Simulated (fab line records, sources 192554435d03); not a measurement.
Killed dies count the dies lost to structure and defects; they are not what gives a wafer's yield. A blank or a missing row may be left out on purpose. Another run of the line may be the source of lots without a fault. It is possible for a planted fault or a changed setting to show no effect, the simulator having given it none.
Lot-split experiment | flow n5Finfet | 7 lots, 21 wafers read, on a route of 1938 steps

SPLIT DETAILS
At N5_BEOL_M11_COAT_22 (resist thk 90 nm), the setting spinRpm was moved away from the recipe's 1500 rpm on 9 of the 21 wafers read, by -10.9% to +4.9%. The other wafers ran this setting at the recipe's value.

FROM THE SPLIT TO THE READING: what the file shows between them, 2 steps
- N5_BEOL_M11_EBR_24
- N5_BEOL_M11_SOFTBAKE_23: time 60 s

THE READING
CAR-ArF_of_BEOL_M11_COAT_22.thkNm (the simulator's own value, which no gauge read), in nm, at N5_BEOL_M11_DESCUM_33 (chemistry O2, time 7.9 s). The file does not state a usual value for it. The 12 wafers here that ran the recipe average 83.4 nm, standard deviation 0.24 nm.

wafer  | tool, chamber at the split | spinRpm as run, rpm | against the recipe | CAR-ArF_of_BEOL_M11_COAT_22.thkNm, nm | against lot-mates on the recipe
L074.2 | lithoTrack-03, 0           | 1360                | -9.3%              | 88                                    | +4.8
L074.3 | lithoTrack-03, 0           | 1500                | recipe             | 83.2                                  | -
L074.4 | lithoTrack-03, 0           | 1360                | -9.3%              | 87.6                                  | +4.4
L076.3 | lithoTrack-05, 0           | 1500                | recipe             | 83.8                                  | -
L076.4 | lithoTrack-05, 0           | 1336                | -10.9%             | 89.2                                  | +5.4
L076.6 | lithoTrack-05, 0           | 1336                | -10.9%             | 89                                    | +5.2
L080.3 | lithoTrack-01, 0           | 1500                | recipe             | 83.2                                  | -
L080.4 | lithoTrack-01, 0           | 1500                | recipe             | 83.2                                  | -
L080.5 | lithoTrack-01, 0           | 1500                | recipe             | 83.2                                  | -
L085.3 | lithoTrack-03, 0           | 1500                | recipe             | 83.6                                  | -
L085.5 | lithoTrack-03, 0           | 1500                | recipe             | 83.6                                  | -
L085.4 | lithoTrack-03, 0           | 1356                | -9.6%              | 87.8                                  | +4.2
L088.4 | lithoTrack-01, 0           | 1500                | recipe             | 83.2                                  | -
L088.5 | lithoTrack-01, 0           | 1573                | +4.9%              | 81.4                                  | -1.8
L088.6 | lithoTrack-01, 0           | 1573                | +4.9%              | 81                                    | -2.2
L093.2 | lithoTrack-05, 0           | 1360                | -9.3%              | 87.8                                  | +4.0
L093.3 | lithoTrack-05, 0           | 1360                | -9.3%              | 88.2                                  | +4.4
L093.5 | lithoTrack-05, 0           | 1500                | recipe             | 83.8                                  | -
L091.1 | lithoTrack-03, 0           | 1500                | recipe             | 83.6                                  | -
L091.2 | lithoTrack-03, 0           | 1500                | recipe             | 83.4                                  | -
L091.6 | lithoTrack-03, 0           | 1500                | recipe             | 83.2                                  | -

FIT RESULTS
A straight line over all 21 wafers: CAR-ArF_of_BEOL_M11_COAT_22.thkNm changes by -0.487 nm for each +1% of spinRpm; r = -0.99; the points scatter about the line by 0.27 nm.
The same after taking each lot's own level away (the mean of its wafers on the recipe; 21 wafers): -0.464 nm for each +1%; r = -1.00; scatter 0.2 nm.
That fit puts the effect of the largest move of spinRpm on the reading at 5.1 nm.
Across the lots, their own levels run from 83.20 to 83.80 nm, a range of 2.5 times the standard deviation given above.
The two slopes agree, so the slope changes little with the lot-to-lot level.
Check: for one of the wafers moved furthest among these (-10.9%), held out of the fit, the line's prediction against its lot-mates is +5.06 nm. Against them it came out at +5.4 nm.

THESE WAFERS: OTHER SPLITS
These wafers also went through other splits before the reading. Each is held against what the fit with the lots' levels taken away leaves over:
other split on the same wafers    | wafers away from the commonest value | r with CAR-ArF_of_BEOL_M11_COAT_22.thkNm (lot level and that fit taken away)
N5_BEOL_M8_TRENCH_ETCH_37 sourceW | 11                                   | +0.18
N5_BEOL_M9_ILD_DEP_00 timeS       | 11                                   | -0.16
N5_BEOL_M9_PECVD_70 tempC         | 8                                    | +0.03
N5_BEOL_M10_VIA_ETCH_34 biasW     | 6                                    | -0.05
N5_BEOL_M10_ETCH_41 sourceW       | 4                                    | +0.09

THE WHOLE CHAIN: every reading that the file lists as answering this split, in the file's order
step                  | what it does             | reading                                                                            | change (the file's fit)               | r (the file's)
N5_BEOL_M11_COAT_22   | resist thk 90 nm         | CAR-ArF_of_BEOL_M11_COAT_22.thkNm (the simulator's own value, which no gauge read) | -0.465 nm for each +1% of the setting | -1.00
N5_BEOL_M11_DESCUM_33 | chemistry O2, time 7.9 s | CAR-ArF_of_BEOL_M11_COAT_22.thkNm (the simulator's own value, which no gauge read) | -0.464 nm for each +1% of the setting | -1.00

FILE'S OWN FIT
CAR-ArF_of_BEOL_M11_COAT_22.thkNm changes by -0.464 nm for each +1% of spinRpm, r = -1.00.
